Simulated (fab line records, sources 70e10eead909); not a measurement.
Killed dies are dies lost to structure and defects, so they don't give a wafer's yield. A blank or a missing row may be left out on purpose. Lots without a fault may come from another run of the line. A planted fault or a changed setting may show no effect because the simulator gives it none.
Chamber matching | flow nand_harc | NHARC_A_M1_PRE_CLEAN_32 on pecvd-04: 3 sister chambers
The step time 12 s. 3 wafers are shown with their chamber, then 10 later ones without.

WAFERS WITH THEIR CHAMBER
wafer  | chamber | heater_power_outer_w (W)
L087.2 | 1       | 367
L092.1 | 0       | 391
L092.3 | 2       | 273

WAFERS WITHOUT THEIR CHAMBER
wafer  | heater_power_outer_w (W)
L092.4 | 408
L091.1 | 427
L091.3 | 303
L091.6 | 426
L093.1 | 424
L093.5 | 360
L093.6 | 423
L095.1 | 365
L095.3 | 336
L095.4 | 355

WHICH CHAMBER EACH WENT THROUGH
wafer  | from the rows above          | in truth
L092.4 | can't be placed: 0 or 1      | 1
L091.1 | can't be placed: 0 or 1      | 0
L091.3 | can't be placed: 2 or 1      | 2
L091.6 | can't be placed: 0 or 1      | 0
L093.1 | can't be placed: 0 or 1      | 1
L093.5 | can't be placed: 1 or 0      | 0
L093.6 | can't be placed: 0 or 1      | 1
L095.1 | can't be placed: 1 or 0      | 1
L095.3 | can't be placed: 1 or 0 or 2 | 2
L095.4 | can't be placed: 1 or 0      | 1
Placed correctly: 0 of 10. Can't be placed from these rows: 10 (the true chamber is among the candidates in 10). Placed wrongly: 0.
How it was worked out, from the rows above alone: a wafer's distance from a chamber is the root of the sum, over the readings, of the square of ((its reading less the chamber's mean) divided by the reading's scatter). The wafer belongs to the nearest chamber; if the next one is less than 2 further off, it can't be placed. A chamber's mean is the mean of its shown wafers. The scatter: with one shown wafer a chamber, the root of the mean of the squares of how far each hidden wafer lies from its nearest shown one.
